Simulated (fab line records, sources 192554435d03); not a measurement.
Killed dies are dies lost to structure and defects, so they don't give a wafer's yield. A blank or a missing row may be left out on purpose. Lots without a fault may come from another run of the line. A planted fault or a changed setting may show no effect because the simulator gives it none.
fab line records | flow n5_finfet
record lots=24 wafers=72 last_day=17
route steps=1938 shown BEOL_M8@1334
lots that met no fault: from a run of the same line without faults
start_h: hours from the record's first day to the start of the lot's first wafer shown | wait_h: hours since the lot's step before | " the same as in the row above | L1.1+2: a row that stands for several wafers | - no value, or no start given | * or withheld: withheld | < > ~ a bound
route shown NAME@n: a module of which the file shows steps, and the number in the route of the first | usual: mean/standard deviation of fault-free wafers | same: alike in all rows | chamber/n: place in a boat | sites: the reading at each site | _std_site: their standard deviation | _edge_site: outer sites' mean less inner sites' | radius_mm: how far each site lies from the wafer's centre | mask NAME#n: copy n | behind: the tool/chamber that last shaped the wafer | hold: why the lot was held/for how many hours/how that ended | device: the transistor (n, p or np) that didn't switch | end of line: the same wafers' tests at the end of the route | a step without rows: its recipe alone | killed: dies lost to structure and defects at the first sort, not the wafer's yield | map: a wafer's dies, x killed, . not, _ none there
set.NAME: the setting as run; set.NAME@STEP: as run at that earlier step | model.NAME: the simulator's own value behind a step, which no gauge read
steps of the route over a sample of lots; a table a step, a row a wafer
services: from which hour (start_h, from the record's first day; less than 0 if before it) a tool's chamber was out of use, for how many hours, and why
## steps
# step N5_BEOL_M8_THK_MEAS_01
# recipe reads=SiCOH_lowk_of_BEOL_M8_ILD_DEP_00
# usual M8_ILD_THK=154.1/1.8
# columns lot.wafer tool chamber start_h wait_h M8_ILD_THK[nm]
L075.3 film_metro-01 - 210.92 0.5 151.4
L075.4 " - " " 157.4
L075.5 " - " " 155.2
L074.3 film_metro-02 - 213.57 0.3 155.6
L074.5 " - " " 154.7
L074.6 " - " " 155.3
L076.2 film_metro-02 - 215.61 0.4 152.2
L076.4 " - " " 156.2
L076.5 " - " " 155.2
L077.1 film_metro-01 - 220.91 0.4 152.6
L077.3 " - " " 153.7
L077.5 " - " " 155.4
L078.4 film_metro-02 - 223.78 0.4 156.9
L078.5 " - " " 154.7
L078.6 " - " " 156.6
L079.2 film_metro-01 - 225.25 0.4 152.5
L079.3 " - " " 154.0
L079.6 " - " " 155.3
L080.2 film_metro-02 - 238.65 0.4 149.8
L080.3 " - " " 152.0
L080.5 " - " " 152.1
L081.1 film_metro-02 - 245.43 0.4 153.8
L081.3 " - " " 153.9
L081.6 " - " " 154.5
L082.1 film_metro-01 - 257.76 0.4 153.1
L082.4 " - " " 154.5
L082.6 " - " " 154.3
L083.1 film_metro-01 - 263.30 0.4 152.0
L083.3 " - " " 151.5
L083.4 " - " " 153.3
L084.2 film_metro-01 - 271.87 0.7 153.1
L084.5 " - " " 154.7
L084.6 " - " " 154.9
L085.3 film_metro-01 - 274.45 0.3 151.6
L085.4 " - " " 156.0
L085.6 " - " " 156.1
L087.2 film_metro-02 - 284.88 0.4 155.0
L087.3 " - " " 154.7
L087.6 " - " " 156.8
L088.4 film_metro-01 - 285.13 0.2 157.7
L088.5 " - " " 156.2
L088.6 " - " " 157.0
L089.1 film_metro-02 - 287.68 0.4 151.7
L089.3 " - " " 153.0
L089.4 " - " " 154.6
L086.2 film_metro-01 - 288.66 0.4 154.1
L086.4 " - " " 154.0
L086.5 " - " " 156.0
L090.1 film_metro-02 - 296.48 0.4 154.5
L090.2 " - " " 155.1
L090.6 " - " " 156.9
L092.2 film_metro-02 - 310.02 0.4 150.9
L092.3 " - " " 155.9
L092.6 " - " " 155.4
L091.1 film_metro-02 - 312.72 0.4 152.8
L091.2 " - " " 152.7
L091.3 " - " " 152.6
L093.1 film_metro-02 - 313.79 0.4 153.3
L093.2 " - " " 154.9
L093.6 " - " " 156.5
L095.2 film_metro-02 - 321.97 0.4 153.2
L095.3 " - " " 154.6
L095.5 " - " " 154.1
L094.1 film_metro-01 - 324.86 0.8 153.4
L094.2 " - " " 152.5
L094.6 " - " " 155.5
L096.2 film_metro-01 - 331.13 0.4 152.8
L096.5 " - " " 155.2
L096.6 " - " " 153.9
L097.4 film_metro-01 - 335.58 0.2 155.7
L097.5 " - " " 154.8
L097.6 " - " " 154.8
# step N5_BEOL_M8_INSPECT_13
# recipe mode=adi inspect_instrument=brightfield
# usual raw_defect_count=461/100
# columns lot.wafer tool chamber start_h wait_h raw_defect_count
L075.3 defect_inspect-02 - 212.56 0.0 485
L075.4 " - " " 384
L075.5 " - " " 375
L074.3 defect_inspect-02 - 214.21 0.0 424
L074.5 " - " " 459
L074.6 " - " " 425
L076.2 defect_inspect-01 - 216.31 0.0 370
L076.4 " - " " 319
L076.5 " - " " 470
L077.1 defect_inspect-01 - 221.43 0.0 393
L077.3 " - " " 465
L077.5 " - " " 413
L078.4 defect_inspect-01 - 224.32 0.0 643
L078.5 " - " " 390
L078.6 " - " " 456
L079.2 defect_inspect-01 - 226.98 0.0 378
L079.3 " - " " 470
L079.6 " - " " 279
L080.2 defect_inspect-01 - 239.60 0.0 442
L080.3 " - " " 535
L080.5 " - " " 528
L081.1 defect_inspect-02 - 247.41 0.0 474
L081.3 " - " " 302
L081.6 " - " " 407
L082.1 defect_inspect-02 - 259.13 0.0 429
L082.4 " - " " 309
L082.6 " - " " 514
L083.1 defect_inspect-02 - 264.24 0.0 619
L083.3 " - " " 530
L083.4 " - " " 631
L084.2 defect_inspect-01 - 272.79 0.0 504
L084.5 " - " " 634
L084.6 " - " " 427
L085.3 defect_inspect-01 - 275.62 0.0 387
L085.4 " - " " 392
L085.6 " - " " 331
L087.2 defect_inspect-01 - 285.42 0.0 362
L087.3 " - " " 471
L087.6 " - " " 628
L088.4 defect_inspect-02 - 285.78 0.0 455
L088.5 " - " " 439
L088.6 " - " " 463
L089.1 defect_inspect-01 - 289.31 0.0 451
L089.3 " - " " 449
L089.4 " - " " 304
L086.2 defect_inspect-01 - 290.05 0.0 598
L086.4 " - " " 486
L086.5 " - " " 464
L090.1 defect_inspect-02 - 298.87 0.0 608
L090.2 " - " " 593
L090.6 " - " " 474
L092.2 defect_inspect-02 - 311.20 0.0 576
L092.3 " - " " 415
L092.6 " - " " 571
L091.1 defect_inspect-02 - 313.89 0.0 469
L091.2 " - " " 373
L091.3 " - " " 414
L093.1 defect_inspect-01 - 314.44 0.0 282
L093.2 " - " " 236
L093.6 " - " " 277
L095.2 defect_inspect-02 - 323.49 0.0 728
L095.3 " - " " 648
L095.5 " - " " 725
L094.1 defect_inspect-01 - 326.54 0.0 639
L094.2 " - " " 564
L094.6 " - " " 449
L096.2 defect_inspect-02 - 332.77 0.0 498
L096.5 " - " " 542
L096.6 " - " " 380
L097.4 defect_inspect-02 - 336.85 0.0 530
L097.5 " - " " 399
L097.6 " - " " 411
# step N5_BEOL_M8_ETCH_61
# recipe chemistry=CF4 target=SiARC target_depth_a=455 mask_material=CAR-ArF time_s=75.8 ion_energy_ev=80 pressure_mtorr=40 source_w=545 bias_w=36 Ar_flow_sccm=100 cf4_flow_sccm=100 ends=cleared
# usual cf4_flow_sccm=100.0/0.3 drypump_motor_current_A=5.8/0.47 etch_rf_on_time_s=76.6/1.3 oes_product_au=0.66/0.08 rf_vpp_V=184.1/1.2 showerhead_plenum_p_Torr=2.15/0.071 throttle_valve_pct=15.55/0.26
# columns lot.wafer tool chamber start_h wait_h cf4_flow_sccm drypump_motor_current_A etch_rf_on_time_s oes_product_au rf_hours_counter_h rf_vpp_V showerhead_plenum_p_Torr throttle_valve_pct
L075.3 rie_diel-05 3 212.81 0.0 99.9 5.4 79.1 0.61 203 185.7 2.13 15.81
L075.4 " 3 " " 100.1 5.3 78.2 0.61 - 183.3 2.13 15.81
L075.5 " 0 " " 100.2 5.2 78.2 0.59 - 183.6 2.20 15.77
L074.3 rie_diel-01 0 214.28 0.0 99.7 5.5 76.2 0.80 9 185.1 2.19 15.05
L074.5 " 0 " " 100.2 5.5 75.7 0.81 - 182.6 2.19 15.06
L074.6 " 1 " " 100.4 6.1 77.6 0.60 - 183.2 2.04 15.57
L076.2 rie_diel-05 0 216.38 0.0 99.9 5.2 77.6 0.59 235 183.3 2.20 15.75
L076.4 " 3 " " 100.0 5.4 77.5 0.61 - 184.3 2.13 15.81
L076.5 " 2 " " 100.0 6.3 77.7 0.59 - 184.8 2.13 15.84
L077.1 rie_diel-05 2 221.50 0.0 100.4 6.3 77.3 0.58 211 184.4 2.13 15.81
L077.3 " 1 " " 100.2 6.1 74.7 0.85 1 184.8 2.11 15.31
L077.5 " 2 " " 100.4 6.3 77.3 0.59 - 184.3 2.13 15.84
L078.4 rie_diel-05 0 224.67 0.0 100.1 5.2 77.2 0.59 239 183.5 2.20 15.77
L078.5 " 0 " " 100.1 5.2 78.0 0.59 - 184.0 2.20 15.77
L078.6 " 3 " " 99.8 5.3 77.3 0.60 - 185.1 2.13 15.81
L079.2 rie_diel-05 3 227.15 0.0 99.6 5.4 77.7 0.61 208 183.9 2.12 15.82
L079.3 " 1 " " 100.1 6.1 75.1 0.83 3 185.0 2.11 15.31
L079.6 " 0 " " 100.0 5.2 77.3 0.59 - 185.4 2.19 15.78
L080.2 rie_diel-01 0 239.67 0.0 99.6 5.5 76.7 0.79 16 184.8 2.19 15.05
L080.3 " 1 " " 100.2 6.1 78.8 0.58 219 181.3 2.04 15.60
L080.5 " 0 " " 99.6 5.5 77.0 0.79 - 184.7 2.19 15.06
L081.1 rie_diel-01 0 247.48 0.0 100.0 5.5 76.6 0.78 19 185.0 2.19 15.06
L081.3 " 2 " " 99.9 5.4 75.1 0.68 99 184.6 2.25 15.38
L081.6 " 2 " " 100.7 5.3 75.4 0.68 - 186.3 2.25 15.39
L082.1 rie_diel-01 3 259.35 0.0 100.2 5.1 76.7 0.66 92 185.1 2.24 15.35
L082.4 " 0 " " 100.2 5.5 74.8 0.77 23 184.4 2.19 15.06
L082.6 " 1 " " 100.4 6.1 78.2 0.60 - 182.1 2.04 15.61
L083.1 rie_diel-01 0 264.31 0.0 99.4 5.5 74.9 0.78 25 186.0 2.19 15.08
L083.3 " 2 " " 99.8 5.4 75.2 0.67 105 183.8 2.25 15.40
L083.4 " 1 " " 100.0 6.1 77.6 0.58 225 181.8 2.04 15.62
L084.2 rie_diel-05 3 272.98 0.0 100.4 5.3 79.1 0.59 224 184.2 2.12 15.86
L084.5 " 2 " " 100.2 6.3 78.7 0.58 - 182.5 2.12 15.88
L084.6 " 3 " " 99.8 5.3 78.7 0.59 - 183.3 2.12 15.85
L085.3 rie_diel-03 3 275.69 0.0 99.7 6.3 74.5 0.65 161 182.6 2.05 15.58
L085.4 " 1 " " 100.6 5.7 75.9 0.65 135 184.2 2.24 15.37
L085.6 " 3 " " 100.7 6.2 75.6 0.64 - 184.0 2.05 15.58
L087.2 rie_diel-03 2 285.92 0.0 99.5 6.6 77.8 0.58 245 183.7 2.20 16.02
L087.3 " 1 " " 100.5 5.7 76.9 0.65 138 186.1 2.24 15.38
L087.6 " 0 " " 99.7 6.3 75.6 0.72 - 183.3 2.09 15.52
L088.4 rie_diel-05 3 286.12 0.0 99.8 5.3 77.1 0.59 230 182.1 2.12 15.86
L088.5 " 0 " " 99.9 5.2 74.0 0.84 - 184.5 2.19 15.30
L088.6 " 3 " " 100.0 5.4 76.4 0.59 - 184.7 2.12 15.86
L089.1 rie_diel-03 3 289.68 0.0 100.0 6.3 75.4 0.65 167 183.3 2.05 15.60
L089.3 " 0 " " 100.2 6.3 75.6 0.72 65 183.4 2.09 15.52
L089.4 " 2 " " 99.9 6.6 78.4 0.57 246 184.2 2.20 16.03
L086.2 rie_diel-01 0 290.12 0.0 99.7 5.5 75.1 0.76 34 183.3 2.18 15.07
L086.4 " 1 " " 100.2 6.1 77.9 0.58 233 183.7 2.04 15.64
L086.5 " 1 " " 100.3 6.1 78.1 0.58 - 182.8 2.03 15.63
L090.1 rie_diel-05 3 298.94 0.0 100.3 5.3 77.7 0.59 235 183.9 2.12 15.86
L090.2 " 0 " " 100.2 5.2 74.2 0.82 4 183.2 2.19 15.29
L090.6 " 1 " " 100.0 6.1 74.9 0.76 - 182.5 2.10 15.38
L092.2 rie_diel-05 2 311.27 0.0 99.7 6.3 76.9 0.58 242 182.8 2.12 15.91
L092.3 " 3 " " 99.9 5.4 78.0 0.58 240 183.0 2.11 15.89
L092.6 " 0 " " 100.1 5.2 74.4 0.79 - 184.7 2.19 15.31
L091.1 rie_diel-01 2 313.96 0.0 99.7 5.4 76.3 0.65 122 184.7 2.24 15.44
L091.2 " 1 " " 99.6 6.1 78.0 0.58 241 181.4 2.03 15.65
L091.3 " 0 " " 99.8 5.5 76.5 0.74 44 184.7 2.18 15.10
L093.1 rie_diel-03 1 314.51 0.0 100.0 5.7 75.8 0.64 148 186.8 2.23 15.41
L093.2 " 2 " " 100.0 6.6 77.4 0.57 255 185.8 2.20 16.04
L093.6 " 3 " " 99.8 6.3 75.0 0.64 - 182.1 2.05 15.59
L095.2 rie_diel-05 0 323.94 0.0 99.8 5.2 75.5 0.78 13 183.4 2.19 15.31
L095.3 " 2 " " 100.3 6.3 77.8 0.57 246 183.9 2.12 15.90
L095.5 " 2 " " 100.2 6.3 77.4 0.57 - 184.1 2.12 15.89
L094.1 rie_diel-01 3 327.29 0.0 99.9 5.2 76.7 0.64 119 185.1 2.23 15.40
L094.2 " 2 " " 99.8 5.4 75.2 0.66 128 184.9 2.24 15.46
L094.6 " 1 " " 99.7 6.1 78.1 0.58 - 183.7 2.03 15.66
L096.2 rie_diel-01 2 332.98 0.0 99.2 5.4 74.7 0.65 130 185.8 2.24 15.47
L096.5 " 2 " " 99.4 5.4 75.0 0.66 - 185.9 2.24 15.47
L096.6 " 1 " " 100.2 6.1 78.1 0.57 - 182.7 2.03 15.65
L097.4 rie_diel-03 3 336.95 0.0 100.1 6.3 76.5 0.63 - 183.4 2.05 15.61
L097.5 " 1 " " 100.2 5.6 76.8 0.63 - 185.1 2.23 15.41
L097.6 " 0 " " 99.9 6.3 75.8 0.69 - 184.3 2.08 15.59
# step N5_BEOL_M8_STRIP_19
# recipe chemistry=O2 power_w=400 temp_c=40 pressure_mtorr=30 rf_frequency_hz=6e+07 bias_power_w=0 overash_fraction=0.2 o2_flow_sccm=225
# usual drypump_motor_current_A=5.8/0.48 o2_flow_sccm=225.0/0.67 oes_product_au=0.77/0.079 rf_vpp_V=3.6/0.6 showerhead_plenum_p_Torr=2.11/0.078 throttle_valve_pct=16.58/0.24
# columns lot.wafer tool chamber start_h wait_h drypump_motor_current_A o2_flow_sccm oes_product_au rf_hours_counter_h rf_vpp_V showerhead_plenum_p_Torr throttle_valve_pct
L075.3 rie_diel-05 0 213.17 0.1 5.2 225.3 0.70 234 3.5 2.16 16.84
L075.4 " 0 " " 5.2 225.1 0.70 - 3.2 2.16 16.86
L075.5 " 3 " " 5.4 225.7 0.72 - 4.5 2.07 16.81
L074.3 rie_diel-03 0 214.67 0.1 6.3 223.0 0.89 39 3.1 2.05 16.55
L074.5 " 1 " " 5.7 224.7 0.78 - 2.7 2.20 16.37
L074.6 " 2 " " 6.6 225.5 0.70 - 3.1 2.15 16.98
L076.2 rie_diel-01 3 216.74 0.1 5.1 225.1 0.80 77 3.7 2.20 16.36
L076.4 " 2 " " 5.4 225.0 0.81 87 3.7 2.22 16.49
L076.5 " 0 " " 5.5 226.5 0.95 - 4.3 2.14 16.08
L077.1 rie_diel-01 0 221.86 0.1 5.5 225.3 0.94 11 3.0 2.14 16.05
L077.3 " 3 " " 5.1 225.2 0.79 78 3.6 2.20 16.35
L077.5 " 2 " " 5.4 224.9 0.80 - 5.8 2.22 16.45
L078.4 rie_diel-05 1 225.08 0.1 6.1 224.5 0.98 3 2.8 2.06 16.35
L078.5 " 3 " " 5.4 224.1 0.72 - 4.2 2.07 16.82
L078.6 " 0 " " 5.2 223.9 0.69 - 3.9 2.16 16.85
L079.2 rie_diel-05 1 227.69 0.3 6.2 224.9 0.97 3 3.3 2.05 16.36
L079.3 " 0 " " 5.2 224.6 0.70 239 2.6 2.16 16.86
L079.6 " 1 " " 6.1 224.6 0.98 - 4.3 2.05 16.35
L080.2 rie_diel-03 3 240.03 0.1 6.3 224.5 0.76 148 4.0 2.01 16.60
L080.3 " 0 " " 6.3 224.5 0.86 49 3.1 2.05 16.58
L080.5 " 3 " " 6.3 225.1 0.78 - 4.5 2.01 16.59
L081.1 rie_diel-05 2 247.87 0.1 6.3 224.4 0.70 219 3.4 2.08 16.87
L081.3 " 1 " " 6.2 225.3 0.94 10 4.4 2.05 16.34
L081.6 " 3 " " 5.3 224.7 0.72 - 3.6 2.07 16.83
L082.1 rie_diel-03 0 259.89 0.3 6.3 225.2 0.86 56 4.1 2.05 16.58
L082.4 " 1 " " 5.7 224.9 0.77 130 3.7 2.19 16.40
L082.6 " 1 " " 5.7 225.8 0.77 - 3.1 2.20 16.39
L083.1 rie_diel-01 2 264.75 0.2 5.4 226.3 0.78 105 3.9 2.21 16.49
L083.3 " 3 " " 5.1 223.8 0.77 95 3.0 2.20 16.38
L083.4 " 0 " " 5.5 225.3 0.90 26 3.7 2.14 16.10
L084.2 rie_diel-01 0 273.34 0.1 5.5 225.6 0.89 29 4.6 2.14 16.09
L084.5 " 3 " " 5.1 225.4 0.77 - 3.1 2.20 16.38
L084.6 " 0 " " 5.5 224.9 0.89 - 4.3 2.14 16.10
L085.3 rie_diel-01 2 276.10 0.1 5.4 225.5 0.78 108 4.0 2.21 16.49
L085.4 " 3 " " 5.1 225.3 0.78 98 4.0 2.20 16.37
L085.6 " 2 " " 5.4 225.5 0.80 - 5.2 2.21 16.48
L087.2 rie_diel-03 0 286.33 0.1 6.3 225.9 0.84 64 3.3 2.04 16.57
L087.3 " 1 " " 5.7 224.7 0.75 138 3.7 2.19 16.38
L087.6 " 1 " " 5.6 224.3 0.76 - 4.9 2.19 16.40
L088.4 rie_diel-03 1 286.48 0.1 5.7 225.1 0.76 138 2.5 2.19 16.38
L088.5 " 1 " " 5.6 225.8 0.75 - 3.0 2.19 16.41
L088.6 " 0 " " 6.3 224.3 0.83 - 2.9 2.04 16.61
L089.1 rie_diel-03 3 290.03 0.1 6.3 224.0 0.75 167 2.6 2.00 16.62
L089.3 " 0 " " 6.3 223.2 0.84 65 4.2 2.04 16.61
L089.4 " 1 " " 5.7 225.0 0.76 139 3.6 2.19 16.40
L086.2 rie_diel-03 1 290.49 0.1 5.7 225.4 0.75 139 3.1 2.19 16.40
L086.4 " 0 " " 6.3 223.8 0.83 65 3.2 2.04 16.60
L086.5 " 0 " " 6.3 224.2 0.84 - 4.0 2.04 16.59
L090.1 rie_diel-01 2 299.30 0.1 5.4 226.3 0.78 116 4.2 2.21 16.52
L090.2 " 3 " " 5.1 225.5 0.76 107 3.9 2.19 16.41
L090.6 " 1 " " 6.1 224.0 0.68 - 2.9 1.98 16.65
L092.2 rie_diel-05 2 311.62 0.1 6.3 225.1 0.68 242 3.8 2.07 16.91
L092.3 " 1 " " 6.1 225.6 0.89 34 3.4 2.04 16.41
L092.6 " 3 " " 5.3 225.3 0.69 - 4.0 2.06 16.88
L091.1 rie_diel-01 2 314.32 0.1 5.4 226.0 0.77 123 3.8 2.21 16.54
L091.2 " 3 " " 5.1 224.0 0.76 113 3.6 2.19 16.42
L091.3 " 1 " " 6.1 225.3 0.69 241 3.6 1.98 16.64
L093.1 rie_diel-01 0 314.86 0.1 5.5 225.1 0.88 44 4.0 2.13 16.13
L093.2 " 1 " " 6.1 224.7 0.69 241 4.4 1.98 16.66
L093.6 " 1 " " 6.1 224.2 0.69 - 2.8 1.98 16.66
L095.2 rie_diel-05 3 324.30 0.1 5.3 224.4 0.68 244 3.8 2.06 16.89
L095.3 " 0 " " 5.2 225.1 0.92 13 4.1 2.15 16.40
L095.5 " 2 " " 6.3 224.2 0.67 - 3.8 2.07 16.93
L094.1 rie_diel-03 0 327.65 0.1 6.3 226.4 0.82 80 2.2 2.04 16.63
L094.2 " 3 " " 6.3 225.6 0.73 181 3.5 2.00 16.67
L094.6 " 1 " " 5.6 225.0 0.75 - 3.7 2.19 16.42
L096.2 rie_diel-03 1 333.34 0.1 5.7 225.3 0.74 157 3.3 2.19 16.43
L096.5 " 1 " " 5.7 225.3 0.74 - 4.2 2.19 16.43
L096.6 " 3 " " 6.3 225.6 0.74 - 3.3 2.00 16.66
L097.4 rie_diel-05 0 337.38 0.2 5.2 224.6 0.90 - 2.9 2.15 16.42
L097.5 " 1 " " 6.2 224.2 0.86 - 2.8 2.04 16.42
L097.6 " 3 " " 5.3 225.4 0.69 - 4.3 2.06 16.88
# step N5_BEOL_M8_CD_MEAS_28
# recipe target_cd_nm=40 landing_energy_ev=500 detector=se_inlens
# usual cd_nm=40.08/0.22
# columns lot.wafer tool chamber start_h wait_h cd_nm
L075.3 cd_sem-03 0 213.55 - 40.03
L075.4 " 0 " " 40.08
L075.5 " 0 " " 39.80
L074.3 cd_sem-02 0 215.14 - 39.92
L074.5 " 0 " " 40.41
L074.6 " 0 " " 40.39
L076.2 cd_sem-02 0 218.93 - 40.00
L076.4 " 0 " " 40.16
L076.5 " 0 " " 40.02
L077.1 cd_sem-02 0 222.41 - 39.92
L077.3 " 0 " " 39.85
L077.5 " 0 " " 39.68
L078.4 cd_sem-01 0 225.58 - 40.06
L078.5 " 0 " " 40.11
L078.6 " 0 " " 40.19
L079.2 cd_sem-02 0 228.28 - 39.94
L079.3 " 0 " " 39.94
L079.6 " 0 " " 39.98
L080.2 cd_sem-02 0 242.88 - 40.27
L080.3 " 0 " " 40.11
L080.5 " 0 " " 40.22
L081.1 cd_sem-03 0 251.18 - 40.21
L081.3 " 0 " " 40.39
L081.6 " 0 " " 40.16
L082.1 cd_sem-03 0 261.17 - 40.27
L082.4 " 0 " " 39.83
L082.6 " 0 " " 39.90
L083.1 cd_sem-01 0 267.53 - 39.81
L083.3 " 0 " " 40.08
L083.4 " 0 " " 40.02
L084.2 cd_sem-03 0 273.85 - 39.97
L084.5 " 0 " " 39.80
L084.6 " 0 " " 40.08
L085.3 cd_sem-03 0 276.48 - 40.06
L085.4 " 0 " " 39.86
L085.6 " 0 " " 40.11
L088.4 cd_sem-01 0 288.03 - 39.95
L088.5 " 0 " " 40.02
L088.6 " 0 " " 40.10
L087.2 cd_sem-02 0 288.07 - 40.25
L087.3 " 0 " " 39.95
L087.6 " 0 " " 40.31
L089.1 cd_sem-01 0 290.45 - 39.72
L089.3 " 0 " " 39.75
L089.4 " 0 " " 40.25
L086.2 cd_sem-01 0 292.28 - 40.49
L086.4 " 0 " " 39.93
L086.5 " 0 " " 40.15
L090.1 cd_sem-03 0 299.82 - 40.28
L090.2 " 0 " " 40.44
L090.6 " 0 " " 40.40
L092.2 cd_sem-02 0 312.01 - 40.11
L092.3 " 0 " " 40.81
L092.6 " 0 " " 40.27
L091.1 cd_sem-02 0 315.36 - 40.23
L091.2 " 0 " " 40.09
L091.3 " 0 " " 39.98
L093.1 cd_sem-01 0 315.65 - 39.91
L093.2 " 0 " " 40.46
L093.6 " 0 " " 40.21
L095.2 cd_sem-02 0 325.42 - 40.41
L095.3 " 0 " " 40.02
L095.5 " 0 " " 39.84
L094.1 cd_sem-03 0 328.05 - 40.00
L094.2 " 0 " " 39.84
L094.6 " 0 " " 40.10
L096.2 cd_sem-01 0 335.34 - 40.12
L096.5 " 0 " " 39.97
L096.6 " 0 " " 40.06
L097.4 cd_sem-01 0 341.20 - 40.23
L097.5 " 0 " " 40.10
L097.6 " 0 " " 39.81
# step N5_BEOL_M8_INSPECT_58
# recipe inspect_instrument=darkfield mode=post_dep
# usual raw_defect_count=76/23
# columns lot.wafer tool chamber start_h wait_h raw_defect_count
L075.3 defect_inspect-01 - 217.17 0.0 113
L075.4 " - " " 56
L075.5 " - " " 74
L074.3 defect_inspect-02 - 220.28 0.0 44
L074.5 " - " " 57
L074.6 " - " " 49
L076.2 defect_inspect-01 - 223.51 0.0 61
L076.4 " - " " 92
L076.5 " - " " 80
L077.1 defect_inspect-01 - 226.89 0.0 62
L077.3 " - " " 125
L077.5 " - " " 146
L078.4 defect_inspect-01 - 230.58 0.0 62
L078.5 " - " " 65
L078.6 " - " " 100
L079.2 defect_inspect-02 - 232.72 0.0 66
L079.3 " - " " 129
L079.6 " - " " 84
L080.2 defect_inspect-01 - 247.04 0.0 102
L080.3 " - " " 62
L080.5 " - " " 46
L081.1 defect_inspect-02 - 254.85 0.0 75
L081.3 " - " " 86
L081.6 " - " " 82
L082.1 defect_inspect-02 - 264.46 0.0 56
L082.4 " - " " 82
L082.6 " - " " 85
L083.1 defect_inspect-01 - 270.62 0.0 56
L083.3 " - " " 74
L083.4 " - " " 78
L084.2 defect_inspect-01 - 276.65 0.0 69
L084.5 " - " " 65
L084.6 " - " " 68
L085.3 defect_inspect-02 - 280.26 0.0 144
L085.4 " - " " 77
L085.6 " - " " 65
L088.4 defect_inspect-01 - 291.28 0.0 95
L088.5 " - " " 58
L088.6 " - " " 63
L087.2 defect_inspect-01 - 291.36 0.0 61
L087.3 " - " " 62
L087.6 " - " " 85
L089.1 defect_inspect-01 - 295.12 0.0 78
L089.3 " - " " 93
L089.4 " - " " 85
L086.2 defect_inspect-02 - 295.46 0.0 90
L086.4 " - " " 57
L086.5 " - " " 52
L090.1 defect_inspect-01 - 303.49 0.0 42
L090.2 " - " " 42
L090.6 " - " " 48
L092.2 defect_inspect-01 - 315.27 0.0 61
L092.3 " - " " 63
L092.6 " - " " 74
L091.1 defect_inspect-01 - 318.59 0.0 94
L091.2 " - " " 88
L091.3 " - " " 77
L093.1 defect_inspect-01 - 319.38 0.0 118
L093.2 " - " " 73
L093.6 " - " " 72
L095.2 defect_inspect-01 - 329.51 0.0 81
L095.3 " - " " 70
L095.5 " - " " 80
L094.1 defect_inspect-02 - 331.08 0.0 50
L094.2 " - " " 90
L094.6 " - " " 75
L096.2 defect_inspect-01 - 338.53 0.0 100
L096.5 " - " " 103
L096.6 " - " " 95
L097.4 defect_inspect-01 - 344.70 0.0 90
L097.5 " - " " 81
L097.6 " - " " 107
## services
# columns tool chamber start_h hours kind
rie_diel-05 1 202.25 - clean
rie_diel-05 1 202.25 - consumable_replace:focus_ring
rie_diel-05 1 202.25 14.5 scheduled_down
rie_diel-05 1 202.25 14.5 vent_cycle
rie_diel-01 0 225.59 5.0 repair
rie_diel-01 1 246.01 6.7 repair
rie_diel-05 0 261.01 - clean
rie_diel-05 0 261.01 - consumable_replace:focus_ring
rie_diel-05 0 261.01 24.8 scheduled_down
rie_diel-05 0 261.01 24.8 vent_cycle
rie_diel-01 1 300.08 2.1 repair
rie_diel-03 - 306.71 2.8 pm
rie_diel-03 2 315.09 11.2 repair
rie_diel-03 2 326.38 - clean
rie_diel-03 2 326.38 - consumable_replace:focus_ring
rie_diel-03 2 326.38 17.9 scheduled_down
rie_diel-03 2 326.38 17.9 vent_cycle
rie_diel-05 3 331.50 3.1 repair
rie_diel-05 2 334.65 - clean
rie_diel-05 2 334.65 - consumable_replace:focus_ring
rie_diel-05 2 334.65 20.5 scheduled_down
rie_diel-05 2 334.65 20.5 vent_cycle
## key
fault none
